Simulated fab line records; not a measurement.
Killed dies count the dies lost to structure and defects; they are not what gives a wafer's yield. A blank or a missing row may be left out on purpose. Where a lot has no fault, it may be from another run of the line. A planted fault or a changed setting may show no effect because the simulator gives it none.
Matching of chambers    flow n5_finfet    pecvd-01 running N5_BEOL_M3_DEP_57: 3 sister chambers
The step deposits SiCN from 3MS/NH3, target thk 8 nm, time 14 s. 18 wafers are shown with their chamber, then 9 later ones without.

## WAFERS PAIRED WITH THEIR CHAMBERS
wafer   chamber  showerhead_plenum_p_Torr (Torr)  rf_fwd_power_W (W)  throttle_valve_pct (%)
L074.1  0        3.667                            200.6               9.1
L074.3  2        3.672                            200.9               9.1
L074.4  0        3.663                            200.1               9.1
L080.2  0        3.662                            200.1               9.1
L080.5  1        3.648                            197.6               8.9
L080.6  2        3.678                            201.2               9.5
L083.1  1        3.643                            197.8               9.2
L083.4  1        3.652                            197.5               9.2
L083.5  0        3.665                            201.8               9.0
L088.1  2        3.671                            199.9               8.4
L088.2  0        3.667                            201.2               9.0
L088.5  2        3.679                            202.4               8.3
L093.3  1        3.657                            197.3               9.1
L093.5  0        3.669                            199.7               9.1
L093.6  1        3.646                            196.9               9.2
L094.2  1        3.651                            198.9               9.2
L094.3  2        3.669                            200.9               8.3
L094.5  1        3.649                            197.6               9.1

SIGNATURES (averages over the wafers above)
reading                   chamber 0  chamber 1  chamber 2  scatter within a chamber
showerhead_plenum_p_Torr  3.66550    3.64943    3.67380    0.00397
rf_fwd_power_W            200.583    197.657    201.060    0.758
throttle_valve_pct        9.067      9.129      8.720      0.294
Rule: a wafer lies at a distance from a chamber equal to the root of the sum of squares, over the readings, of (its reading less the chamber's mean, divided by the reading's scatter). The wafer belongs to the nearest chamber; if the next one is less than 2 further off, it can't be placed. The scatter is the square root of a quotient: the sum, over the shown wafers, of each reading's squared deviation from its chamber's mean, divided by wafers minus chambers.

## WAFERS WITHOUT THEIR CHAMBER
wafer   showerhead_plenum_p_Torr (Torr)  rf_fwd_power_W (W)  throttle_valve_pct (%)
L095.1  3.680                            200.7               8.2
L095.4  3.663                            199.5               9.3
L095.6  3.671                            200.2               8.1
L096.2  3.686                            200.8               8.2
L096.4  3.670                            200.7               8.2
L096.5  3.654                            198.8               9.0
L097.3  3.648                            197.1               9.1
L097.5  3.679                            200.3               8.2
L097.6  3.648                            197.8               9.1

## THE CHAMBER EACH PASSED THROUGH
wafer   from the rows above      in truth
L095.1  2                        2
L095.4  0                        0
L095.6  can't be placed: 2 or 0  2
L096.2  2                        2
L096.4  can't be placed: 2 or 0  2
L096.5  can't be placed: 1 or 0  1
L097.3  1                        1
L097.5  2                        2
L097.6  1                        1
Correct placement for 6 of the 9. Not placeable from these rows: 3 (in 3, the candidates include the true chamber). Placed wrongly: 0.
